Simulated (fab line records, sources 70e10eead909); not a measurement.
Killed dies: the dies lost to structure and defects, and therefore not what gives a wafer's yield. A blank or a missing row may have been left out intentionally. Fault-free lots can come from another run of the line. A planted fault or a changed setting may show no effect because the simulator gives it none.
fab line records	flow nandHarc
[record] lots = 12	wafers = 36	lastDay = 33
route steps=1302 shown P_GATE@149
lots that met no fault: taken from a fault-free run of the same line
startH: hours from the record's first day to the start of the lot's first wafer shown	waitH: hours elapsed since this lot's preceding step	" the same as in the row above	L1.1+2: several wafers, shown together as one row	- no value, or no start given	* or withheld: withheld	< > ~ a bound
route shown NAME@n: a module of which the file shows steps, and the number in the route of the first	usual: mean/standard deviation of fault-free wafers	same: alike in all rows	chamber/n: place in a boat	sites: the reading at each site	_std_site: standard deviation of those values	_edge_site: the outer-site mean with the inner-site mean subtracted	radiusMm: how far each site lies from the wafer's centre	mask NAME#n: copy n	behind: the last tool/chamber to shape the wafer	hold: why the lot went on hold/how many hours it stayed there/how the hold came to an end	device: the n, p or np transistor that did not switch	end of line: the tests these same wafers got at the end of their route	a step given without rows: its recipe and nothing more	killed: the dies lost at the first sort to structure and to defects; this is not the yield of the wafer	map: shows each die of a wafer: x if killed, . if not, _ if none is there
set.NAME: the run value of the setting; set.NAME@STEP: its run value at that earlier step	model.NAME: the simulator's own value behind a step, which no gauge read
a sample of lots followed through the steps of the route, with each step as a table and each wafer as a row
services: from which hour (startH, from the record's first day; less than 0 if before it) a tool's chamber was out of use, for how many hours, and why
[[steps]]
[step NHARC_P_GATE_ETCH_32]
[recipe] targetDepthA = 1500	overEtchFrac = 1	overEtchIonEnergyEv = 40	timeS = 100.1	hbrFlowSccm = 150	cl2FlowSccm = 50	rfW = 400	icpW = 400	biasW = 100	chemistry = HBr/Cl2
[usual] biasW = 99.97/0.3	chamberPressureMTorr = 15.000/0.015	drypumpMotorCurrentA = 5.5/0.43	oesProductAu = 0.999/0.0085	throttleValvePct = 26.406/0.0092
lot.wafer	tool	chamber	startH	waitH	biasW	chamberPressureMTorr	drypumpMotorCurrentA	oesProductAu	rfHoursCounterH	throttleValvePct
L789.1	rieSi-05	0	101.47	-	99.81	14.989	5.3	1.013	1.0	26.403
L789.4	"	2	"	"	100.55	15.041	5.8	0.993	1.0	26.412
L789.5	"	0	"	"	99.90	14.994	5.3	0.993	-	26.404
L790.1	rieSi-03	3	113.66	-	99.89	14.958	5.8	0.992	0.2	26.415
L790.4	"	1	"	"	100.00	14.985	6.1	1.007	0.3	26.412
L790.5	"	3	"	"	99.78	15.020	5.8	0.982	-	26.414
L791.3	rieSi-03	1	122.07	-	99.84	15.000	6.1	1.003	0.4	26.399
L791.1	"	0	"	"	99.85	14.995	5.6	0.986	0.3	26.416
L791.5	"	2	"	"	100.02	14.997	5.6	1.001	-	26.403
L792.1	rieSi-05	3	125.83	-	100.16	15.029	4.8	0.989	1.1	26.407
L792.4	"	0	"	"	99.98	14.986	5.3	0.998	1.1	26.414
L792.3	"	2	"	"	99.73	14.986	5.8	0.978	1.1	26.433
L795.4	rieSi-03	0	156.88	-	99.28	14.996	5.6	0.989	0.5	26.401
L795.2	"	2	"	"	99.64	14.998	5.6	1.011	0.6	26.397
L795.6	"	0	"	"	99.31	15.031	5.6	0.994	-	26.412
L804.4	rieSi-04	1	254.41	-	100.16	15.009	5.2	0.992	0.4	26.413
L804.2	"	2	"	"	99.88	14.994	6.3	0.997	0.4	26.405
L804.3	"	0	"	"	100.03	14.981	5.5	0.989	0.5	26.411
L805.2	rieSi-03	2	267.53	-	100.46	15.023	5.6	0.998	0.2	26.401
L805.3	"	0	"	"	100.49	14.981	5.6	0.994	0.3	26.400
L805.6	"	3	"	"	99.94	14.993	5.8	0.998	-	26.422
L808.1	rieSi-04	0	282.92	-	100.30	14.994	5.5	0.984	0.6	26.408
L808.4	"	2	"	"	99.95	14.996	6.4	1.001	0.6	26.411
L808.5	"	0	"	"	99.84	15.020	5.5	0.990	-	26.409
L809.4	rieSi-05	1	297.34	-	100.23	15.024	5.0	1.008	1.1	26.401
L809.5	"	2	"	"	99.83	15.015	5.8	0.996	-	26.403
L809.6	"	3	"	"	100.15	15.016	4.8	0.988	-	26.413
L810.2	rieSi-04	1	307.22	-	100.20	14.991	5.2	1.004	0.7	26.418
L810.1	"	3	"	"	100.25	15.030	5.5	1.007	0.8	26.398
L810.3	"	0	"	"	99.98	14.990	5.5	0.988	0.8	26.401
L811.2	rieSi-05	0	319.45	-	100.29	15.001	5.3	1.015	0.0	26.406
L811.1	"	1	"	"	100.30	14.972	5.0	0.996	0.0	26.409
L811.6	"	1	"	"	100.67	14.978	5.1	0.995	-	26.404
L812.3	rieSi-03	3	332.48	-	100.09	15.017	5.8	1.003	0.7	26.415
L812.1	"	2	"	"	100.18	14.997	5.6	0.992	0.5	26.402
L812.5	"	0	"	"	99.90	15.030	5.6	0.988	-	26.412
[step NHARC_P_GATE_ALD_36]
[recipe] targetThkA = 200	pulseTimeS = 60	aldCycles = 223	tempC = 400	material = SiNx
[usual] heaterPowerW = 866/91	precursorPulseHeightRel = 1.001/0.018
lot.wafer	tool	chamber	startH	waitH	heaterPowerW	precursorPulseHeightRel
L789.1	aldSin-04	1	104.38	-	757	1.063
L789.4	"	2	105.44	-	868	1.016
L789.5	"	0	107.55	-	844	0.975
L790.1	aldSin-01	3	115.56	-	887	1.014
L790.4	"	0	116.63	-	722	0.987
L790.5	"	2	118.78	-	809	1.005
L791.1	aldSin-03	0	123.93	-	1004	0.996
L791.3	"	1	124.99	-	686	1.000
L791.5	"	3	127.11	-	928	1.034
L792.4	aldSin-04	3	127.66	-	886	0.999
L792.3	"	0	128.71	-	882	0.983
L792.1	"	1	129.76	-	754	0.987
L795.2	aldSin-04	2	159.82	-	878	0.974
L795.4	"	3	160.88	-	909	0.974
L795.6	"	0	161.95	-	863	0.997
L804.3	aldSin-03	0	255.20	-	1046	1.004
L804.4	"	1	256.25	-	700	1.017
L804.2	"	3	258.35	-	913	0.971
L805.3	aldSin-01	2	270.48	-	841	1.030
L805.2	"	3	271.55	-	923	0.998
L805.6	"	0	272.62	-	740	1.030
L808.4	aldSin-01	1	283.70	-	1002	0.997
L808.1	"	3	285.82	-	912	0.998
L808.5	"	1	287.93	-	943	0.982
L809.4	aldSin-04	2	300.28	-	878	0.981
L809.5	"	0	302.38	-	959	0.983
L809.6	"	1	303.43	-	782	0.998
L810.1	aldSin-03	3	308.01	-	932	1.029
L810.3	"	0	309.05	-	1034	1.011
L810.2	"	2	311.14	-	816	1.004
L811.1	aldSin-01	3	320.24	-	899	0.983
L811.2	"	1	322.34	-	950	0.982
L811.6	"	0	325.50	-	727	0.999
L812.1	aldSin-04	1	335.36	-	767	1.015
L812.3	"	2	336.40	-	881	1.010
L812.5	"	3	337.45	-	975	1.007
[step NHARC_P_GATE_EXPOSE_43]
[recipe] na = 0.6	targetCdNm = 720	doseMj = 14.81	maskId = P_NSD
lot.wafer	tool	chamber	startH	waitH	mask
L789.1+4+5	krfScanner-04	0	112.64	-	P_NSD#0
L790.1+4+5	krfScanner-03	0	124.95	-	P_NSD#0
L791.1+3+5	krfScanner-02	0	133.26	-	P_NSD#0
L792.1+3+4	krfScanner-03	0	136.93	-	P_NSD#0
L795.2+4+6	krfScanner-02	0	168.12	-	P_NSD_R1#0
L804.2+3+4	krfScanner-02	0	265.42	-	P_NSD#0
L805.2+3+6	krfScanner-04	0	278.80	-	P_NSD#0
L808.1+4+5	krfScanner-02	0	294.08	-	P_NSD#0
L809.4+5+6	krfScanner-03	0	308.52	-	P_NSD#0
L810.1+2+3	krfScanner-02	0	318.29	-	P_NSD#0
L811.1+2+6	krfScanner-03	0	330.58	-	P_NSD#0
L812.1+3+5	krfScanner-03	0	343.45	-	P_NSD#0
[step NHARC_P_GATE_CD_MEAS_46]
[recipe] targetCdNm = 720	landingEnergyEv = 500
[usual] cdNm = 719.7/1.8
lot.wafer	tool	chamber	startH	waitH	cdNm
L789.1	cdSem-02	0	112.80	-	716.9
L789.4	"	0	"	"	722.2
L789.5	"	0	"	"	720.1
L790.1	cdSem-02	0	125.11	-	719.1
L790.4	"	0	"	"	723.2
L790.5	"	0	"	"	722.5
L791.1	cdSem-01	0	133.41	-	717.7
L791.3	"	0	"	"	718.6
L791.5	"	0	"	"	719.1
L792.1	cdSem-03	0	137.09	-	720.8
L792.3	"	0	"	"	721.4
L792.4	"	0	"	"	722.5
L795.2	cdSem-01	0	168.27	-	707.8
L795.4	"	0	"	"	707.7
L795.6	"	0	"	"	707.7
L804.2	cdSem-02	0	265.57	-	721.4
L804.3	"	0	"	"	719.1
L804.4	"	0	"	"	719.6
L805.2	cdSem-02	0	278.95	-	716.6
L805.3	"	0	"	"	718.7
L805.6	"	0	"	"	718.6
L808.1	cdSem-03	0	294.24	-	720.6
L808.4	"	0	"	"	722.3
L808.5	"	0	"	"	720.4
L809.4	cdSem-01	0	308.67	-	720.9
L809.5	"	0	"	"	722.4
L809.6	"	0	"	"	720.4
L810.1	cdSem-01	0	318.45	-	719.3
L810.2	"	0	"	"	719.1
L810.3	"	0	"	"	717.9
L811.1	cdSem-02	0	330.74	-	718.1
L811.2	"	0	"	"	719.2
L811.6	"	0	"	"	718.5
L812.1	cdSem-02	0	343.60	-	722.8
L812.3	"	0	"	"	719.4
L812.5	"	0	"	"	723.0
[step NHARC_P_GATE_STRIP_75]
[recipe] powerW = 1500	tempC = 250	chemistry = O2
[usual] drypumpMotorCurrentA = 5.6/0.36	heaterPowerW = 344/31	tempC = 250.00/0.19
lot.wafer	tool	chamber	startH	waitH	drypumpMotorCurrentA	heaterPowerW	rfHoursCounterH	tempC
L789.1	plasmaAsher-02	0	113.65	0.2	5.7	361	6	249.99
L789.4	"	1	"	"	5.2	331	-	250.04
L789.5	"	0	"	"	5.7	358	-	249.90
L790.1	plasmaAsher-01	1	125.95	0.3	5.5	298	27	250.06
L790.4	"	1	"	"	5.5	297	-	250.23
L790.5	"	1	"	"	5.6	305	-	249.78
L791.1	plasmaAsher-02	1	134.25	0.2	5.2	327	10	250.02
L791.3	"	0	"	"	5.7	364	-	250.14
L791.5	"	0	"	"	5.6	359	-	249.93
L792.1	plasmaAsher-01	1	137.91	0.2	5.5	296	30	250.01
L792.4	"	1	"	"	5.5	299	-	249.83
L792.3	"	0	"	"	6.3	371	-	249.99
L795.2	plasmaAsher-02	0	169.20	0.2	5.7	370	19	249.66
L795.4	"	1	"	"	5.2	337	-	250.07
L795.6	"	0	"	"	5.6	365	-	249.62
L804.2	plasmaAsher-02	1	266.41	0.2	5.2	336	2	249.85
L804.4	"	0	"	"	5.7	345	-	249.93
L804.3	"	1	"	"	5.2	339	-	249.84
L805.2	plasmaAsher-02	1	279.79	0.3	5.2	341	6	249.91
L805.3	"	0	"	"	5.7	346	-	250.10
L805.6	"	0	"	"	5.7	355	-	250.41
L808.1	plasmaAsher-01	0	295.18	0.2	6.3	388	24	250.22
L808.4	"	1	"	"	5.5	287	-	249.95
L808.5	"	1	"	"	5.5	293	-	249.78
L809.4	plasmaAsher-02	1	309.52	0.2	5.2	335	-	249.99
L809.5	"	1	"	"	5.2	333	-	249.72
L809.6	"	0	"	"	5.7	348	-	249.57
L810.2	plasmaAsher-01	1	319.28	0.3	5.6	291	28	250.32
L810.1	"	0	"	"	6.2	376	28	249.81
L810.3	"	1	"	"	5.5	287	-	250.11
L811.1	plasmaAsher-02	0	331.56	0.2	5.7	347	17	250.16
L811.2	"	1	"	"	5.2	335	17	250.04
L811.6	"	1	"	"	5.2	340	-	249.99
L812.1	plasmaAsher-02	0	344.42	0.2	5.7	349	20	249.83
L812.3	"	0	"	"	5.7	356	-	249.81
L812.5	"	0	"	"	5.7	350	-	249.88
[[services]]
tool	chamber	startH	hours	kind
aldSin-04	0	77.74	14.8	repair
aldSin-04	-	79.38	10.0	pm
plasmaAsher-01	-	84.82	5.3	repair
krfScanner-02	-	94.00	4.0	pm
rieSi-05	0	104.87	1.6	repair
krfScanner-02	-	125.07	0.7	repair
rieSi-03	1	127.76	1.0	repair
krfScanner-02	-	155.64	1.2	repair
rieSi-03	-	160.77	0.1	repair
krfScanner-03	-	161.55	1.0	repair
rieSi-03	1	189.41	1.8	repair
rieSi-03	2	193.87	31.8	repair
rieSi-03	-	221.00	9.0	pm
krfScanner-03	-	224.00	4.0	pm
krfScanner-02	-	236.71	1.9	repair
plasmaAsher-02	-	249.08	9.0	pm
krfScanner-02	-	254.01	0.1	repair
aldSin-04	3	257.05	11.4	repair
aldSin-04	-	257.38	10.0	pm
krfScanner-02	-	266.00	4.0	pm
rieSi-03	2	275.37	2.2	repair
aldSin-04	2	280.68	2.3	repair
krfScanner-02	-	316.87	0.8	repair
krfScanner-02	-	336.57	0.2	repair
[[key]]
[firstSign] step = NHARC_P_GATE_EXPOSE_43	reading = mask	direction = changed
[effect] step = NHARC_P_GATE_CD_MEAS_46	reading = cdNm	direction = down	sigmas = 6.7	usual = 719.7	struck = 707.7
metAt NHARC_P_GATE_EXPOSE_43
struckLots L795
testerLeftOut L795
notActingAt NHARC_P_GATE_ETCH_32,NHARC_P_GATE_ALD_36,NHARC_P_GATE_STRIP_75
onsetBetween 133.26 168.12
[fault] kind = wrongMask	tool = any	chamber = -	onsetH = 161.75	steps = NHARC_P_GATE_EXPOSE_43	auxCopy = P_NSD_R1#0	cdOffsetNm = -10.707	scope = struckLotsOnly
// testerLeftOut: of these lots the tester's yield and bins aren't shown, on N5 and GAA mostly nor the transistor test; their killed dies are dies lost to structure and defects alone, not to doping, threshold or leakage, so they don't give the yield
